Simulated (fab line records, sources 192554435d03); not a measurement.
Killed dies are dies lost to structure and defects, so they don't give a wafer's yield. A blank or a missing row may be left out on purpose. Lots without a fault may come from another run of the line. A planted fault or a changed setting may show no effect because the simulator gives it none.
Split-lot experiment | flow n5_finfet | 7 lots, 21 wafers read, on a route of 1938 steps

THE SPLIT
At N5_BEOL_M7_TRENCH_ETCH_37 (etches SiCOH lowk in C4F6/O2, target depth 93.478 nm, time 31.2 s), the setting bias_w was moved away from the recipe's 185 W on 6 of the 21 wafers read, by -7.5% to +14.0%. The other wafers ran this setting at the recipe's value.

FROM THE SPLIT TO THE READING: what the file shows between them, 8 steps
- N5_BEOL_M7_ETCH_41: etches SiCN in CH3F/O2, target depth 31.9 nm, time 57.8 s
- N5_BEOL_M7_STRIP_80: strips in N2/H2, time 10 s
- N5_BEOL_M7_OCD_MEAS_38
- N5_BEOL_M7_HM_STRIP_39: strips TiN in peroxide tin strip, target depth 25 nm, time 158 s
- N5_BEOL_M7_SRD_40: time 30 s
- N5_BEOL_M7_ECD_50: material Cu, target thk 300 nm
- N5_BEOL_M7_ANNEAL_51: time 90 s
- N5_BEOL_M7_CMP_52: polishes, stops on SiCOH lowk, t overpolish 6.9 s, target thk 80 nm

THE READING
M7_THK, in nm, at N5_BEOL_M7_THK_MEAS_53 (measures by xrf). Fault-free wafers of this fab line usually give 81.4 nm, standard deviation 2 nm.

wafer  | tool, chamber at the split | bias_w as run, W | against the recipe | M7_THK, nm | against lot-mates on the recipe
L076.1 | rie_diel-05, 3             | 175.4            | -5.2%              | 77.9       | -1.0
L076.4 | rie_diel-05, 0             | 185              | recipe             | 78.9       | -
L076.5 | rie_diel-05, 2             | 175.4            | -5.2%              | 79.1       | +0.2
L079.3 | rie_diel-05, 0             | 207.2            | +12.0%             | 86.2       | +3.3
L079.4 | rie_diel-05, 2             | 185              | recipe             | 82.9       | -
L079.6 | rie_diel-05, 2             | 207.2            | +12.0%             | 87.1       | +4.2
L080.4 | rie_diel-05, 0             | 185              | recipe             | 79.3       | -
L080.5 | rie_diel-05, 0             | 185              | recipe             | 80.3       | -
L080.6 | rie_diel-05, 3             | 185              | recipe             | 79.6       | -
L084.1 | rie_diel-05, 0             | 185              | recipe             | 80.6       | -
L084.4 | rie_diel-05, 3             | 185              | recipe             | 81.2       | -
L084.5 | rie_diel-05, 3             | 185              | recipe             | 81.5       | -
L090.1 | rie_diel-05, 2             | 185              | recipe             | 79.4       | -
L090.2 | rie_diel-05, 1             | 185              | recipe             | 78.3       | -
L090.4 | rie_diel-05, 0             | 171.2            | -7.5%              | 76.7       | -2.1
L095.1 | rie_diel-05, 2             | 185              | recipe             | 79.4       | -
L095.2 | rie_diel-05, 1             | 185              | recipe             | 78.9       | -
L095.4 | rie_diel-05, 0             | 185              | recipe             | 78.7       | -
L097.1 | rie_diel-02, 1             | 210.9            | +14.0%             | 86.8       | +5.5
L097.5 | rie_diel-02, 0             | 185              | recipe             | 80.1       | -
L097.6 | rie_diel-02, 3             | 185              | recipe             | 82.6       | -

THE FIT
A straight line over all 21 wafers: M7_THK changes by +0.488 nm for each +1% of bias_w; r = +0.90; the points scatter about the line by 1.3 nm.
The same after taking each lot's own level away (the mean of its wafers on the recipe; 21 wafers): +0.308 nm for each +1%; r = +0.92; scatter 0.71 nm.
On that fit, the largest move of bias_w shifts the reading by 4.3 nm.
The lots' own levels span 78.85 to 82.90 nm, that is 2.0 times the standard deviation above.
So the lot-to-lot level changes the slope: the two fits differ.
Check: with one of the wafers moved furthest among these (+14.0%) left out of the fit, the line predicts +3.99 nm for it against its lot-mates. It came out at +5.45 nm against them.
Tool readings at the split's step, against how far the setting was moved: rf_vpp_V r = +0.99.

OTHER SPLITS ON THESE WAFERS
These wafers also went through other splits before the reading. Each is held against what the fit with the lots' levels taken away leaves over:
other split on the same wafers  | wafers away from the commonest value | r with M7_THK (lot level and that fit taken away)
N5_BEOL_M4_COAT_67 spin_rpm     | 4                                    | -0.42
N5_BEOL_M5_COAT_71 spin_rpm     | 8                                    | +0.06
N5_BEOL_M5_ETCH_72 bias_w       | 12                                   | -0.05
N5_BEOL_M7_ILD_DEP_00 time_s    | 10                                   | -0.02
N5_BEOL_M7_VIA_ETCH_34 source_w | 6                                    | +0.12

THE WHOLE CHAIN: every reading that the file lists as answering this split, in the file's order
step                      | what it does                                                        | reading                                                                      | change (the file's fit)               | r (the file's)
N5_BEOL_M7_TRENCH_ETCH_37 | etches SiCOH lowk in C4F6/O2, target depth 93.478 nm, time 31.2 s   | rf_vpp_V                                                                     | +5.08 V for each +1% of the setting   | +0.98
N5_BEOL_M7_TRENCH_ETCH_37 | etches SiCOH lowk in C4F6/O2, target depth 93.478 nm, time 31.2 s   | BEOL_M7.feature_depth_nm (the simulator's own value, which no gauge read)    | +0.336 nm for each +1% of the setting | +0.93
N5_BEOL_M7_TRENCH_ETCH_37 | etches SiCOH lowk in C4F6/O2, target depth 93.478 nm, time 31.2 s   | etch.depth_nm (the simulator's own value, which no gauge read)               | +0.334 nm for each +1% of the setting | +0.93
N5_BEOL_M7_OCD_MEAS_38    |                                                                     | trench_depth_nm                                                              | +0.28 nm for each +1% of the setting  | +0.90
N5_BEOL_M7_CMP_52         | polishes, stops on SiCOH lowk, t overpolish 6.9 s, target thk 80 nm | Cu_of_BEOL_M7_ECD_50.thk_nm (the simulator's own value, which no gauge read) | +0.322 nm for each +1% of the setting | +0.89
N5_BEOL_M7_THK_MEAS_53    | measures by xrf                                                     | M7_THK                                                                       | +0.329 for each +1% of the setting    | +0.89

THE FILE'S OWN FIT
M7_THK changes by +0.329 nm for each +1% of bias_w, r = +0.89.
